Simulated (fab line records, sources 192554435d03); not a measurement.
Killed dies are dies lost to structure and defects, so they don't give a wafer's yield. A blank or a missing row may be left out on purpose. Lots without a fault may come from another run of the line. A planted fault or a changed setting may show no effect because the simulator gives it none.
Split-lot experiment | flow n5_finfet | 7 lots, 21 wafers read, on a route of 1938 steps

THE SPLIT
At N5_BEOL_M9_ETCH_62 (etches SOC in N2/H2, target depth 110 nm, overetch 22 nm, time 165 s), the setting time_s was moved away from the recipe's 165 s on 5 of the 21 wafers read, by -6.5% to +17.6%. The other wafers ran this setting at the recipe's value.

FROM THE SPLIT TO THE READING: what the file shows between them, 2 steps
- N5_BEOL_M9_STRIP_68: strips in N2/H2
- N5_BEOL_M9_STRIP_67: strips in CF4

THE READING
etch.depth_nm (the simulator's own value, which no gauge read), in nm, at N5_BEOL_M9_HM_OPEN_17 (chemistry Cl2/BCl3, target TiN, target depth 20 nm, overetch 6 nm). The file gives no usual value for it. The 16 wafers here that ran the recipe average 20.25 nm, standard deviation 0.29 nm.

wafer  | tool, chamber at the split | time_s as run, s | against the recipe | etch.depth_nm, nm | against lot-mates on the recipe
L074.1 | rie_diel-03, 1,0           | 165              | recipe             | 19.81             | -
L074.3 | rie_diel-03, 1,0           | 165              | recipe             | 19.99             | -
L074.4 | rie_diel-03, 0             | 176.1            | +6.7%              | 19.13             | -0.77
L081.4 | rie_diel-05, 3             | 165              | recipe             | 20.2              | -
L081.5 | rie_diel-05, 2             | 165              | recipe             | 20.31             | -
L081.6 | rie_diel-05, 1             | 165              | recipe             | 20.79             | -
L084.1 | rie_diel-06, 2             | 154.3            | -6.5%              | 19.67             | -0.11
L084.2 | rie_diel-06, 0             | 165              | recipe             | 19.78             | -
L084.6 | rie_diel-06, 0             | 154.3            | -6.5%              | 19.78             | +0.00
L086.3 | rie_diel-05, 3             | 165              | recipe             | 20.39             | -
L086.4 | rie_diel-05, 0             | 177.8            | +7.8%              | 18.75             | -1.75
L086.5 | rie_diel-05, 1             | 165              | recipe             | 20.61             | -
L089.2 | rie_diel-06, 2             | 194.1            | +17.6%             | 17.38             | -3.04
L089.3 | rie_diel-06, 1             | 165              | recipe             | 20.54             | -
L089.6 | rie_diel-06, 2             | 165              | recipe             | 20.31             | -
L090.2 | rie_diel-06, 2,3,3         | 165              | recipe             | 20.24             | -
L090.3 | rie_diel-06, 2,3,3         | 165              | recipe             | 19.84             | -
L090.5 | rie_diel-06, 2,3,3         | 165              | recipe             | 20                | -
L091.3 | rie_diel-05, 0,1           | 165              | recipe             | 20.43             | -
L091.4 | rie_diel-05, 3             | 165              | recipe             | 20.54             | -
L091.6 | rie_diel-05, 0,1           | 165              | recipe             | 20.26             | -
Where a row lists several chambers, the file gives one row for several wafers and doesn't say which wafer went through which chamber.

THE FIT
A straight line over all 21 wafers: etch.depth_nm changes by -0.118 nm for each +1% of time_s; r = -0.76; the points scatter about the line by 0.51 nm.
The same after taking each lot's own level away (the mean of its wafers on the recipe; 21 wafers): -0.138 nm for each +1%; r = -0.88; scatter 0.37 nm.
On that fit, the largest move of time_s shifts the reading by 2.4 nm.
The lots' own levels span 19.780 to 20.500 nm, that is 2.5 times the standard deviation above.
So the lot-to-lot level blurs the effect unless lot-mates are compared.
Check: with one of the wafers moved furthest among these (+17.6%) left out of the fit, the line predicts -1.79 nm for it against its lot-mates. It came out at -3.04 nm against them.

OTHER SPLITS ON THESE WAFERS
These wafers also went through other splits before the reading. Each is held against what the fit with the lots' levels taken away leaves over:
other split on the same wafers | wafers away from the commonest value | r with etch.depth_nm (lot level and that fit taken away)
N5_BEOL_M8_ILD_DEP_00 time_s   | 8                                    | -0.08
N5_BEOL_M8_EXPOSE_08 dose_mj   | 8                                    | -0.12
N5_BEOL_M8_DESCUM_33 time_s    | 10                                   | +0.21
N5_BEOL_M8_ETCH_66 source_w    | 9                                    | -0.14

THE WHOLE CHAIN: every reading that the file lists as answering this split, in the file's order
step                  | what it does                                                         | reading                                                                          | change (the file's fit)                | r (the file's)
N5_BEOL_M9_ETCH_62    | etches SOC in N2/H2, target depth 110 nm, overetch 22 nm, time 165 s | SiARC_of_BEOL_M9_COAT_60.thk_nm (the simulator's own value, which no gauge read) | -0.0665 nm for each +1% of the setting | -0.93
N5_BEOL_M9_HM_OPEN_17 | chemistry Cl2/BCl3, target TiN, target depth 20 nm, overetch 6 nm    | etch.depth_nm (the simulator's own value, which no gauge read)                   | -0.157 nm for each +1% of the setting  | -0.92

THE FILE'S OWN FIT
etch.depth_nm changes by -0.157 nm for each +1% of time_s, r = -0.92.
